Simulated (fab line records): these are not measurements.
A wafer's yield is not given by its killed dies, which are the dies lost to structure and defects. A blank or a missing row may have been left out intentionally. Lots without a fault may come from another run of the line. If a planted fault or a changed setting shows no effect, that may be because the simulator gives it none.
The tool behind it: which one? / flow n5Finfet / 9 lots with 27 wafers sampled at 7 steps, on a route of 1938 steps

## WHAT THE GAUGES READ, wafer by wafer
N5_BEOL_M9_OCD_MEAS_38.
lot=L256; measured=day 11 09:41; on=ocd-01; trenchDepthNm (nm)=153 146 149
lot=L258; measured=day 12 12:40; on=ocd-01; trenchDepthNm (nm)=157 160 168
lot=L265; measured=day 13 01:55; on=ocd-01; trenchDepthNm (nm)=166 159 157
lot=L264; measured=day 13 07:27; on=ocd-01; trenchDepthNm (nm)=157 158 166
lot=L268; measured=day 14 07:25; on=ocd-01; trenchDepthNm (nm)=144 152 149
lot=L270; measured=day 14 20:23; on=ocd-01; trenchDepthNm (nm)=150 150 140
lot=L274; measured=day 16 00:37; on=ocd-01; trenchDepthNm (nm)=154 147 156
lot=L276; measured=day 16 05:17; on=ocd-01; trenchDepthNm (nm)=154 148 156
lot=L275; measured=day 16 05:47; on=ocd-02; trenchDepthNm (nm)=150 147 149

N5_BEOL_M9_THK_MEAS_53: measures by xrf.
lot=L256; measured=day 11 12:00; on=filmMetro-02; M9_THK (nm)=141 137 140
lot=L258; measured=day 12 15:25; on=filmMetro-01; M9_THK (nm)=146 148 157
lot=L265; measured=day 13 05:52; on=filmMetro-01; M9_THK (nm)=160 150 150
lot=L264; measured=day 13 11:08; on=filmMetro-01; M9_THK (nm)=149 152 157
lot=L268; measured=day 14 11:02; on=filmMetro-02; M9_THK (nm)=134 139 137
lot=L270; measured=day 14 23:46; on=filmMetro-01; M9_THK (nm)=139 139 130
lot=L274; measured=day 16 05:02; on=filmMetro-02; M9_THK (nm)=146 140 148
lot=L276; measured=day 16 07:14; on=filmMetro-01; M9_THK (nm)=144 137 147
lot=L275; measured=day 16 07:46; on=filmMetro-01; M9_THK (nm)=139 137 137

N5_BEOL_M9_RS_MEAS_57: measurement is done with a four-point probe.
lot=L256; measured=day 11 12:08; on=filmMetro-02; M9_RS (ohm/sq)=0.150 0.156 0.151
lot=L258; measured=day 12 15:33; on=filmMetro-01; M9_RS (ohm/sq)=0.145 0.143 0.134
lot=L265; measured=day 13 06:00; on=filmMetro-01; M9_RS (ohm/sq)=0.134 0.143 0.144
lot=L264; measured=day 13 11:17; on=filmMetro-01; M9_RS (ohm/sq)=0.144 0.140 0.135
lot=L268; measured=day 14 11:11; on=filmMetro-01; M9_RS (ohm/sq)=0.160 0.154 0.156
lot=L270; measured=day 14 23:55; on=filmMetro-02; M9_RS (ohm/sq)=0.154 0.154 0.167
lot=L274; measured=day 16 05:10; on=filmMetro-02; M9_RS (ohm/sq)=0.146 0.153 0.144
lot=L276; measured=day 16 07:22; on=filmMetro-01; M9_RS (ohm/sq)=0.147 0.157 0.145
lot=L275; measured=day 16 07:54; on=filmMetro-02; M9_RS (ohm/sq)=0.154 0.156 0.156

## WHICH TOOL RAN EACH LOT (tool, then ch and the chambers of the sampled wafers, then the start)
lot=L256; N5_BEOL_M9_ILD_DEP_00=pecvd-02 ch 1,2, day 11 04:07; N5_BEOL_M9_PECVD_70=pecvd-02 ch 0,1, day 11 04:44; N5_BEOL_M9_ETCH_61=rieDiel-06 ch 1,2,3, day 11 05:43; N5_BEOL_M9_TRENCH_ETCH_37=rieDiel-04 ch 1,2,3, day 11 09:30
lot=L258; N5_BEOL_M9_ILD_DEP_00=pecvd-02 ch 1,2, day 12 06:38; N5_BEOL_M9_PECVD_70=pecvd-02 ch 0,1,2, day 12 07:45; N5_BEOL_M9_ETCH_61=rieDiel-06 ch 1,2,3, day 12 08:41; N5_BEOL_M9_TRENCH_ETCH_37=rieDiel-04 ch 0,2,3, day 12 12:29
lot=L265; N5_BEOL_M9_ILD_DEP_00=pecvd-01 ch 1,2, day 12 22:15; N5_BEOL_M9_PECVD_70=pecvd-02 ch 0,2, day 12 22:53; N5_BEOL_M9_ETCH_61=rieDiel-03 ch 1,3, day 13 00:15; N5_BEOL_M9_TRENCH_ETCH_37=rieDiel-04 ch 2,3, day 13 01:44
lot=L264; N5_BEOL_M9_ILD_DEP_00=pecvd-02 ch 0,1,2, day 13 01:45; N5_BEOL_M9_PECVD_70=pecvd-02 ch 0,1,2, day 13 02:23; N5_BEOL_M9_ETCH_61=rieDiel-03 ch 0,1,2, day 13 05:52; N5_BEOL_M9_TRENCH_ETCH_37=rieDiel-04 ch 0,2,3, day 13 07:16
lot=L268; N5_BEOL_M9_ILD_DEP_00=pecvd-04 ch 0,1, day 14 02:26; N5_BEOL_M9_PECVD_70=pecvd-02 ch 0,2, day 14 03:03; N5_BEOL_M9_ETCH_61=rieDiel-06 ch 0,3, day 14 04:52; N5_BEOL_M9_TRENCH_ETCH_37=rieDiel-06 ch 0,1,2, day 14 07:15
lot=L270; N5_BEOL_M9_ILD_DEP_00=pecvd-02 ch 0,2, day 14 11:47; N5_BEOL_M9_PECVD_70=pecvd-01 ch 0,1,2, day 14 12:25; N5_BEOL_M9_ETCH_61=rieDiel-06 ch 1,3, day 14 14:28; N5_BEOL_M9_TRENCH_ETCH_37=rieDiel-06 ch 0,1,2, day 14 20:11
lot=L274; N5_BEOL_M9_ILD_DEP_00=pecvd-01 ch 1,2, day 15 17:40; N5_BEOL_M9_PECVD_70=pecvd-01 ch 0,2, day 15 18:17; N5_BEOL_M9_ETCH_61=rieDiel-04 ch 0,2,3, day 15 19:23; N5_BEOL_M9_TRENCH_ETCH_37=rieDiel-03 ch 0,2,3, day 16 00:26
lot=L276; N5_BEOL_M9_ILD_DEP_00=pecvd-04 ch 0,1,2, day 15 20:10; N5_BEOL_M9_PECVD_70=pecvd-01 ch 0,1,2, day 15 20:47; N5_BEOL_M9_ETCH_61=rieDiel-04 ch 1,2,3, day 15 23:55; N5_BEOL_M9_TRENCH_ETCH_37=rieDiel-03 ch 0,2,3, day 16 05:08
lot=L275; N5_BEOL_M9_ILD_DEP_00=pecvd-02 ch 0,1,2, day 15 20:41; N5_BEOL_M9_PECVD_70=pecvd-04 ch 1,2, day 15 21:19; N5_BEOL_M9_ETCH_61=rieDiel-03 ch 2,3, day 16 00:55; N5_BEOL_M9_TRENCH_ETCH_37=rieDiel-04 ch 0,3, day 16 05:36
- N5_BEOL_M9_ILD_DEP_00: deposits SiCOH lowk from DEMS/porogen, target thk 308.51 nm, time 58 s.
- N5_BEOL_M9_PECVD_70: deposits SiO2 from TEOS/O2, target thk 20 nm, time 22.7 s.
- N5_BEOL_M9_ETCH_61: etches SiARC in CF4, target depth 39 nm, time 65 s.
- N5_BEOL_M9_TRENCH_ETCH_37: etches SiCOH lowk in C4F6/O2, target depth 151.43 nm, time 49 s.

## AS READ BY THE TOOLS THEMSELVES (means over the sampled wafers that have a number; for cases with no such wafer, the mark the record gives instead)
N5_BEOL_M9_ILD_DEP_00.
lot=L256; tool=pecvd-02; heaterPowerW (W)=340; showerheadPlenumPTorr (Torr)=5.733; throttleValvePct (%)=13.3
lot=L258; tool=pecvd-02; heaterPowerW (W)=352; showerheadPlenumPTorr (Torr)=5.740; throttleValvePct (%)=13.4
lot=L265; tool=pecvd-01; heaterPowerW (W)=246; showerheadPlenumPTorr (Torr)=5.762; throttleValvePct (%)=14.2
lot=L264; tool=pecvd-02; heaterPowerW (W)=349; showerheadPlenumPTorr (Torr)=5.732; throttleValvePct (%)=13.5
lot=L268; tool=pecvd-04; heaterPowerW (W)=285; showerheadPlenumPTorr (Torr)=5.739; throttleValvePct (%)=14.2
lot=L270; tool=pecvd-02; heaterPowerW (W)=336; showerheadPlenumPTorr (Torr)=5.742; throttleValvePct (%)=13.6
lot=L274; tool=pecvd-01; heaterPowerW (W)=304; showerheadPlenumPTorr (Torr)=5.756; throttleValvePct (%)=13.6
lot=L276; tool=pecvd-04; heaterPowerW (W)=325; showerheadPlenumPTorr (Torr)=5.734; throttleValvePct (%)=14.3
lot=L275; tool=pecvd-02; heaterPowerW (W)=366; showerheadPlenumPTorr (Torr)=5.748; throttleValvePct (%)=13.4

N5_BEOL_M9_PECVD_70.
lot=L256; tool=pecvd-02; heaterPowerW (W)=789; showerheadPlenumPTorr (Torr)=8.71; throttleValvePct (%)=21.4
lot=L258; tool=pecvd-02; heaterPowerW (W)=818; showerheadPlenumPTorr (Torr)=8.75; throttleValvePct (%)=21.6
lot=L265; tool=pecvd-02; heaterPowerW (W)=797; showerheadPlenumPTorr (Torr)=8.81; throttleValvePct (%)=21.6
lot=L264; tool=pecvd-02; heaterPowerW (W)=788; showerheadPlenumPTorr (Torr)=8.76; throttleValvePct (%)=21.5
lot=L268; tool=pecvd-02; heaterPowerW (W)=729; showerheadPlenumPTorr (Torr)=8.80; throttleValvePct (%)=21.9
lot=L270; tool=pecvd-01; heaterPowerW (W)=667; showerheadPlenumPTorr (Torr)=8.85; throttleValvePct (%)=23.2
lot=L274; tool=pecvd-01; heaterPowerW (W)=709; showerheadPlenumPTorr (Torr)=8.83; throttleValvePct (%)=21.9
lot=L276; tool=pecvd-01; heaterPowerW (W)=692; showerheadPlenumPTorr (Torr)=8.86; throttleValvePct (%)=23.2
lot=L275; tool=pecvd-04; heaterPowerW (W)=763; showerheadPlenumPTorr (Torr)=8.77; throttleValvePct (%)=23.1

N5_BEOL_M9_ETCH_61.
lot=L256; tool=rieDiel-06; drypumpMotorCurrentA (A)=5.6; etchRfOnTimeS (s)=66.4; oesProductAu (a.u.)=0.63; rfVppV (V)=183.7; showerheadPlenumPTorr (Torr)=2.08; throttleValvePct (%)=15.73
lot=L258; tool=rieDiel-06; drypumpMotorCurrentA (A)=5.6; etchRfOnTimeS (s)=67.1; oesProductAu (a.u.)=0.62; rfVppV (V)=183.9; showerheadPlenumPTorr (Torr)=2.08; throttleValvePct (%)=15.74
lot=L265; tool=rieDiel-03; drypumpMotorCurrentA (A)=5.9; etchRfOnTimeS (s)=68.5; oesProductAu (a.u.)=0.62; rfVppV (V)=183.7; showerheadPlenumPTorr (Torr)=2.20; throttleValvePct (%)=15.63
lot=L264; tool=rieDiel-03; drypumpMotorCurrentA (A)=5.9; etchRfOnTimeS (s)=64.8; oesProductAu (a.u.)=0.69; rfVppV (V)=185.2; showerheadPlenumPTorr (Torr)=2.16; throttleValvePct (%)=15.63
lot=L268; tool=rieDiel-06; drypumpMotorCurrentA (A)=5.8; etchRfOnTimeS (s)=66.7; oesProductAu (a.u.)=0.58; rfVppV (V)=182.8; showerheadPlenumPTorr (Torr)=2.05; throttleValvePct (%)=16.05
lot=L270; tool=rieDiel-06; drypumpMotorCurrentA (A)=5.8; etchRfOnTimeS (s)=69.0; oesProductAu (a.u.)=0.57; rfVppV (V)=183.5; showerheadPlenumPTorr (Torr)=2.06; throttleValvePct (%)=15.90
lot=L274; tool=rieDiel-04; drypumpMotorCurrentA (A)=5.9; etchRfOnTimeS (s)=66.4; oesProductAu (a.u.)=0.68; rfVppV (V)=185.0; showerheadPlenumPTorr (Torr)=2.17; throttleValvePct (%)=15.60
lot=L276; tool=rieDiel-04; drypumpMotorCurrentA (A)=6.0; etchRfOnTimeS (s)=65.1; oesProductAu (a.u.)=0.66; rfVppV (V)=184.1; showerheadPlenumPTorr (Torr)=2.19; throttleValvePct (%)=15.74
lot=L275; tool=rieDiel-03; drypumpMotorCurrentA (A)=6.1; etchRfOnTimeS (s)=65.8; oesProductAu (a.u.)=0.70; rfVppV (V)=184.6; showerheadPlenumPTorr (Torr)=2.13; throttleValvePct (%)=15.31

N5_BEOL_M9_TRENCH_ETCH_37.
lot=L256; tool=rieDiel-04; drypumpMotorCurrentA (A)=6.0; oesProductAu (a.u.)=0.81; rfVppV (V)=665; showerheadPlenumPTorr (Torr)=2.94; throttleValvePct (%)=21.07
lot=L258; tool=rieDiel-04; drypumpMotorCurrentA (A)=5.9; oesProductAu (a.u.)=0.84; rfVppV (V)=672; showerheadPlenumPTorr (Torr)=2.90; throttleValvePct (%)=20.87
lot=L265; tool=rieDiel-04; drypumpMotorCurrentA (A)=5.7; oesProductAu (a.u.)=0.79; rfVppV (V)=665; showerheadPlenumPTorr (Torr)=2.92; throttleValvePct (%)=21.14
lot=L264; tool=rieDiel-04; drypumpMotorCurrentA (A)=5.9; oesProductAu (a.u.)=0.83; rfVppV (V)=672; showerheadPlenumPTorr (Torr)=2.90; throttleValvePct (%)=20.86
lot=L268; tool=rieDiel-06; drypumpMotorCurrentA (A)=5.4; oesProductAu (a.u.)=0.72; rfVppV (V)=660; showerheadPlenumPTorr (Torr)=2.80; throttleValvePct (%)=21.15
lot=L270; tool=rieDiel-06; drypumpMotorCurrentA (A)=5.4; oesProductAu (a.u.)=0.71; rfVppV (V)=660; showerheadPlenumPTorr (Torr)=2.80; throttleValvePct (%)=21.15
lot=L274; tool=rieDiel-03; drypumpMotorCurrentA (A)=6.1; oesProductAu (a.u.)=0.84; rfVppV (V)=669; showerheadPlenumPTorr (Torr)=2.85; throttleValvePct (%)=20.83
lot=L276; tool=rieDiel-03; drypumpMotorCurrentA (A)=6.1; oesProductAu (a.u.)=0.84; rfVppV (V)=669; showerheadPlenumPTorr (Torr)=2.85; throttleValvePct (%)=20.83
lot=L275; tool=rieDiel-04; drypumpMotorCurrentA (A)=5.8; oesProductAu (a.u.)=0.76; rfVppV (V)=676; showerheadPlenumPTorr (Torr)=2.87; throttleValvePct (%)=20.76

## THE ANSWER, worked out from the rows above alone
Rule: the lots themselves supply what counts as usual. Put in order of their means at a reading, lots are off if they are a third of the lots or fewer, leave a main group of 4 or more, and stand apart from it by a gap of 3 or more times the standard deviation of the main group's means; of several such gaps the widest counts. A main group whose means are all the same, to the digits that the tables above print for the reading, isn't used. A lot without any number at a reading at which 4 lots or more have one is off too. The other lots that the step has rows for count as sound. Order of review: gauges by route order, followed by the tools' own readings, for which a lot's mean as printed above is used. At the first step where some lot is off, the reading lying furthest off is the one used; lots without a number count as furthest.
Off at N5_BEOL_M9_OCD_MEAS_38 (trenchDepthNm): L258, L265, L264. The main group: mean 150 nm, standard deviation 2.2.
If a tool, at a process step before that reading, ran all the lots that are off and no sound lot after the first of them, it fits. Gauges at N5_BEOL_M9_OCD_MEAS_38: tried the same way as those tools. None of those tried fits.

## WHAT HAD BEEN PUT IN BY THE SIMULATOR
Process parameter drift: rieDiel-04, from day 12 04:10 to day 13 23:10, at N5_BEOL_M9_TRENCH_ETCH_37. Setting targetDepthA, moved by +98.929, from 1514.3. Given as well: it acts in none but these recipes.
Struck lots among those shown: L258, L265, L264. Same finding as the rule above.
